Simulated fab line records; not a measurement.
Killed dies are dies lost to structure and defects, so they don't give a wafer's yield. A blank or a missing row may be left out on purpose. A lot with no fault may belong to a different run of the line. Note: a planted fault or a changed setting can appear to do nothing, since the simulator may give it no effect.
What tool caused it? | flow nand harc | 6 lots with 18 wafers sampled at 3 steps, on a route of 1159 steps

WHAT THE GAUGES SHOWED, per wafer
NHARC_A_M1_INSPECT_27.
lot  | measured     | on                | raw defect count
L215 | day 18 05:20 | defect inspect-02 | 362 401 373
L221 | day 19 16:11 | defect inspect-01 | 1845 2197 1781 1872 2166 1807
L226 | day 21 09:18 | defect inspect-01 | 568 459 620
L231 | day 22 08:01 | defect inspect-01 | 463 422 458
L235 | day 22 18:17 | defect inspect-01 | 481 393 365
L233 | day 23 16:38 | defect inspect-01 | 468 406 379

WHICH TOOL RAN EACH LOT (tool, then ch and the chambers of the sampled wafers, then the start)
lot  | NHARC_A_M0_PRE_CLEAN_31         | NHARC_A_M1_CMP_23
L215 | pecvd-02 ch 0,1, day 18 01:11   | cmp-03 ch 1,3, day 18 04:47
L221 | pecvd-01 ch 1,2, day 19 12:07   | cmp-03 ch 0,2,3, day 19 15:43
L226 | pecvd-02 ch 1,2, day 21 05:23   | cmp-04 ch 0,2,3, day 21 08:55
L231 | pecvd-03 ch 0,1,2, day 22 03:53 | cmp-02 ch 1,2,3, day 22 07:32
L235 | pecvd-01 ch 0,2, day 22 14:01   | cmp-03 ch 0,1,3, day 22 17:49
L233 | pecvd-01 ch 0,1,2, day 23 12:40 | cmp-03 ch 1,2, day 23 16:10
- NHARC_A_M0_PRE_CLEAN_31: time 12 s.
- NHARC_A_M1_CMP_23: polishes, t overpolish 20 s, target thk 154.34 nm.

THE ANSWER, worked out from the rows above alone
Rule: what is usual is taken from the lots themselves. Put in order of their means at a reading, lots are off if they are a third of the lots or fewer, leave a main group of 4 or more, and stand apart from it by a gap of 3 or more times the standard deviation of the main group's means; of several such gaps the widest counts. A main group is skipped when, at the precision printed for the reading in the tables above, its means are all equal. A lot without any number at a reading at which 4 lots or more have one is off too. All remaining lots with rows at the step are treated as sound.
Off, at NHARC_A_M1_INSPECT_27 on raw defect count: L221. Main group: mean 441, sd 58.
A tool fits if, at a process step before that reading, it ran every lot that is off, and no sound lot after the first of them. Gauges at NHARC_A_M1_INSPECT_27: tried the same way as those tools. Not one of the candidates tried fits.

WHAT THE SIMULATOR PUT IN
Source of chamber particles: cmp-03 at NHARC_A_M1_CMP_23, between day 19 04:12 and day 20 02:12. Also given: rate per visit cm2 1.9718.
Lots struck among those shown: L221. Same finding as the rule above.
